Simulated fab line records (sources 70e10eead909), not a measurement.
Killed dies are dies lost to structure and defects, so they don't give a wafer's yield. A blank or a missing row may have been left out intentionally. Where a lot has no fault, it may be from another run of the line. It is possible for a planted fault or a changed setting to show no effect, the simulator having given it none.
Comparing a struck lot with a sound one || flow nand_harc || 36 out of 1159 route steps
Sound: the wafers L702.2, L702.3, L702.5. Struck: wafer L713.2. (L713.1, L713.5 of the same lot were not struck and are left out.) The cause comes at the end.
At each step with rows: each side's tool, then ch and its chambers, then its first start. Under that, the readings that differ: sound wafers || struck wafers || difference of the means || sigmas: that difference in standard deviations of wafers without a fault.
alike: readings with means less than 2 such deviations apart, plus words and numbers identical on both sides. not compared: withheld readings, readings lacking a value on some wafer, bounds such as >300 that could conceal the same value, and numbers that have no deviation in the record and whose values overlap.
The two part at a step that has a row with sigmas, a row that says differs or no value, or rows on one side only. Non-overlapping numbers with no deviation appear without sigmas and do not part them. A reading missing from all wafers of one side parts the sides only when that side holds two or more wafers.

first, 9 steps without rows for these wafers: NHARC_A_SGD_CUT_COAT_56 (time 75 s); NHARC_A_SGD_CUT_COAT_57 (time 65 s); NHARC_A_SGD_CUT_COAT_03 (resist thk 90 nm); NHARC_A_SGD_CUT_SOFTBAKE_04 (time 55 s); NHARC_A_SGD_CUT_EBR_05; NHARC_A_SGD_CUT_EXPOSE_06 (exposes mask SGD); NHARC_A_SGD_CUT_PEB_07 (peb time 65 s); NHARC_A_SGD_CUT_DEVELOP_08 (develop time 35 s); NHARC_A_SGD_CUT_DESCUM_14 (chemistry O2, time 3 s).
NHARC_A_SGD_CUT_ETCH_58: etches the open film in CF4, target depth 39 nm, time 65 s.
  sound on rie_diel-08 ch 0,2,3, day 14 17:08; struck on rie_diel-08 ch 1, day 17 18:40
  alike: drypump_motor_current_A, oes_product_au, rf_vpp_V, showerhead_plenum_p_Torr, throttle_valve_pct
  not compared: rf_hours_counter_h
then, 25 steps without rows for these wafers: NHARC_A_SGD_CUT_ETCH_59 (etches the open film in N2/H2, target depth 260 nm, time 406.25 s); NHARC_A_SGD_CUT_ETCH_15 (etches the open film in CH3F/O2, target depth 75 nm, time 64.3 s); NHARC_A_SGD_CUT_ETCH_16 (etches the open film in C4F8/O2/Ar, target depth 310.5 nm, time 155.2 s); NHARC_A_SGD_CUT_STRIP_60 (strips in C4F8/O2/Ar); NHARC_A_SGD_CUT_STRIP_17 (strips in O2); NHARC_A_SGD_CUT_PRECLEAN_18 (cleans in SC1); NHARC_A_SGD_CUT_SRD_19; NHARC_A_SGD_CUT_DEP_20 (deposits SiO2, target thk 150 nm); NHARC_A_SGD_CUT_ANNEAL_27 (time 1800 s); NHARC_A_SGD_CUT_CMP_21 (polishes, target thk 148.19 nm); NHARC_A_SGD_CUT_SRD_23; NHARC_A_SGD_CUT_ETCH_26 (etches SiO2 in dHF, target depth 45.8 nm); NHARC_A_SGD_CUT_ETCHBACK_24 (etches the open film in CH3F/O2, target depth 50 nm, time 92.857 s); NHARC_A_SGD_CUT_STRIP_28 (strips in O2, time 20 s); NHARC_A_SLIT_DEP_25 (deposits SiO2, target thk 200 nm); NHARC_A_SLIT_DEP_00 (deposits aC, target thk 3200 nm); NHARC_A_SLIT_DEP_23 (deposits SiON, target thk 100 nm); NHARC_A_SLIT_DEHYDRATE_01 (time 120 s); NHARC_A_SLIT_HMDS_02 (time 30 s); NHARC_A_SLIT_COAT_03 (resist thk 90 nm); NHARC_A_SLIT_SOFTBAKE_04 (time 55 s); NHARC_A_SLIT_EBR_05; NHARC_A_SLIT_EXPOSE_06 (exposes mask SLIT); NHARC_A_SLIT_PEB_07 (peb time 65 s); NHARC_A_SLIT_DEVELOP_08 (develop time 35 s).
-- record jumps: 6 days between struck wafers' starts before vs after; left off in module A_SLIT, resumes in module END, first step shown is number 1159 of the route --
NHARC_END_SORT_01:
  only the struck wafers appear in the record here, on prober-01 ch 0 at day 23 11:35; the sound ones have no rows

WHERE THEY PART
Only at NHARC_END_SORT_01, as far as this record shows.

WHY: whatever the simulator had introduced
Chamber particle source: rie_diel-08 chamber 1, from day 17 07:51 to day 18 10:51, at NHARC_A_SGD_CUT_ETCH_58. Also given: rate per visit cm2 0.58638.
